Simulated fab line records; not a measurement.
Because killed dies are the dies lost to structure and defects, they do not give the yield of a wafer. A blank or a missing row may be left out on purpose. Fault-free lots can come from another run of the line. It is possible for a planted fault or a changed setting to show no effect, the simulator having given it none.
Matching of chambers :: flow n5_finfet :: 3 sister chambers for N5_GATE_CUT_PECVD_57 on pecvd-02
The step deposits SiNx from SiH4/NH3/N2, target thk 21 nm. 22 wafers are shown with their chamber, then 11 later ones without.

WAFERS PAIRED WITH THEIR CHAMBERS
wafer: L074.1
chamber: 2
throttle_valve_pct (%): 42.6
showerhead_plenum_p_Torr (Torr): 5.27
showerhead_vpp_V (V): 1000

wafer: L074.2
chamber: 1
throttle_valve_pct (%): 42.2
showerhead_plenum_p_Torr (Torr): 5.11
showerhead_vpp_V (V): 1031

wafer: L074.3
chamber: 0
throttle_valve_pct (%): 39.3
showerhead_plenum_p_Torr (Torr): 5.13
showerhead_vpp_V (V): 1005

wafer: L075.1
chamber: 2
throttle_valve_pct (%): 42.7
showerhead_plenum_p_Torr (Torr): 5.27
showerhead_vpp_V (V): 1019

wafer: L075.3
chamber: 1
throttle_valve_pct (%): 41.9
showerhead_plenum_p_Torr (Torr): 5.13
showerhead_vpp_V (V): 1066

wafer: L075.4
chamber: 2
throttle_valve_pct (%): 42.5
showerhead_plenum_p_Torr (Torr): 5.26
showerhead_vpp_V (V): 1026

wafer: L077.2
chamber: 1
throttle_valve_pct (%): 42.4
showerhead_plenum_p_Torr (Torr): 5.11
showerhead_vpp_V (V): 1032

wafer: L077.4
chamber: 2
throttle_valve_pct (%): 42.7
showerhead_plenum_p_Torr (Torr): 5.26
showerhead_vpp_V (V): 1009

wafer: L077.6
chamber: 1
throttle_valve_pct (%): 42.0
showerhead_plenum_p_Torr (Torr): 5.11
showerhead_vpp_V (V): 1028

wafer: L085.1
chamber: 0
throttle_valve_pct (%): 39.6
showerhead_plenum_p_Torr (Torr): 5.14
showerhead_vpp_V (V): 996

wafer: L085.3
chamber: 1
throttle_valve_pct (%): 42.3
showerhead_plenum_p_Torr (Torr): 5.13
showerhead_vpp_V (V): 1053

wafer: L085.5
chamber: 1
throttle_valve_pct (%): 42.0
showerhead_plenum_p_Torr (Torr): 5.14
showerhead_vpp_V (V): 1047

wafer: L087.2
chamber: 1
throttle_valve_pct (%): 42.3
showerhead_plenum_p_Torr (Torr): 5.12
showerhead_vpp_V (V): 1046

wafer: L087.5
chamber: 0
throttle_valve_pct (%): 39.6
showerhead_plenum_p_Torr (Torr): 5.15
showerhead_vpp_V (V): 987

wafer: L087.6
chamber: 2
throttle_valve_pct (%): 42.4
showerhead_plenum_p_Torr (Torr): 5.26
showerhead_vpp_V (V): 1015

wafer: L088.1
chamber: 2
throttle_valve_pct (%): 42.4
showerhead_plenum_p_Torr (Torr): 5.27
showerhead_vpp_V (V): 1029

wafer: L088.3
chamber: 0
throttle_valve_pct (%): 39.8
showerhead_plenum_p_Torr (Torr): 5.13
showerhead_vpp_V (V): 1021

wafer: L088.5
chamber: 2
throttle_valve_pct (%): 42.4
showerhead_plenum_p_Torr (Torr): 5.26
showerhead_vpp_V (V): 1022

wafer: L089.1
chamber: 1
throttle_valve_pct (%): 42.3
showerhead_plenum_p_Torr (Torr): 5.13
showerhead_vpp_V (V): 1050

wafer: L089.2
chamber: 2
throttle_valve_pct (%): 42.4
showerhead_plenum_p_Torr (Torr): 5.26
showerhead_vpp_V (V): 1021

wafer: L089.6
chamber: 2
throttle_valve_pct (%): 42.6
showerhead_plenum_p_Torr (Torr): 5.28
showerhead_vpp_V (V): 1016

wafer: L090.1
chamber: 0
throttle_valve_pct (%): 39.8
showerhead_plenum_p_Torr (Torr): 5.14
showerhead_vpp_V (V): 997

SIGNATURES, as means of the wafers listed above
reading: throttle_valve_pct
chamber 0: 39.620
chamber 1: 42.175
chamber 2: 42.522
scatter within a chamber: 0.168

reading: showerhead_plenum_p_Torr
chamber 0: 5.1380
chamber 1: 5.1225
chamber 2: 5.2656
scatter within a chamber: 0.00933

reading: showerhead_vpp_V
chamber 0: 1001.20
chamber 1: 1044.12
chamber 2: 1017.44
scatter within a chamber: 11.4
Rule: for each reading, subtract the chamber's mean from the wafer's reading, divide by that reading's scatter and square the result; add these up over the readings and take the root, which gives the wafer's distance from the chamber. The wafer belongs to the nearest chamber; if the next one is less than 2 further off, it can't be placed. How the scatter is found: for the shown wafers, subtract from each reading the mean of its chamber, square and add these, divide the total by (wafers less chambers), then take the root.

WAFERS WITH NO CHAMBER GIVEN
wafer: L090.5
throttle_valve_pct (%): 42.6
showerhead_plenum_p_Torr (Torr): 5.25
showerhead_vpp_V (V): 1015

wafer: L090.6
throttle_valve_pct (%): 39.9
showerhead_plenum_p_Torr (Torr): 5.13
showerhead_vpp_V (V): 1000

wafer: L092.1
throttle_valve_pct (%): 42.3
showerhead_plenum_p_Torr (Torr): 5.13
showerhead_vpp_V (V): 1039

wafer: L092.3
throttle_valve_pct (%): 42.7
showerhead_plenum_p_Torr (Torr): 5.26
showerhead_vpp_V (V): 1044

wafer: L092.4
throttle_valve_pct (%): 42.4
showerhead_plenum_p_Torr (Torr): 5.14
showerhead_vpp_V (V): 1061

wafer: L093.2
throttle_valve_pct (%): 40.3
showerhead_plenum_p_Torr (Torr): 5.13
showerhead_vpp_V (V): 994

wafer: L093.4
throttle_valve_pct (%): 40.2
showerhead_plenum_p_Torr (Torr): 5.13
showerhead_vpp_V (V): 982

wafer: L093.5
throttle_valve_pct (%): 42.0
showerhead_plenum_p_Torr (Torr): 5.13
showerhead_vpp_V (V): 1061

wafer: L095.3
throttle_valve_pct (%): 42.1
showerhead_plenum_p_Torr (Torr): 5.14
showerhead_vpp_V (V): 1034

wafer: L095.4
throttle_valve_pct (%): 40.2
showerhead_plenum_p_Torr (Torr): 5.13
showerhead_vpp_V (V): 1016

wafer: L095.6
throttle_valve_pct (%): 40.0
showerhead_plenum_p_Torr (Torr): 5.14
showerhead_vpp_V (V): 983

EACH ONE'S CHAMBER
wafer: L090.5
from the rows above: 2
in truth: 2

wafer: L090.6
from the rows above: 0
in truth: 0

wafer: L092.1
from the rows above: 1
in truth: 1

wafer: L092.3
from the rows above: 2
in truth: 2

wafer: L092.4
from the rows above: 1
in truth: 1

wafer: L093.2
from the rows above: 0
in truth: 0

wafer: L093.4
from the rows above: 0
in truth: 0

wafer: L093.5
from the rows above: 1
in truth: 1

wafer: L095.3
from the rows above: 1
in truth: 1

wafer: L095.4
from the rows above: 0
in truth: 0

wafer: L095.6
from the rows above: 0
in truth: 0
11 of 11 placed correctly. Can't be placed from these rows: 0. Wrongly placed: 0.
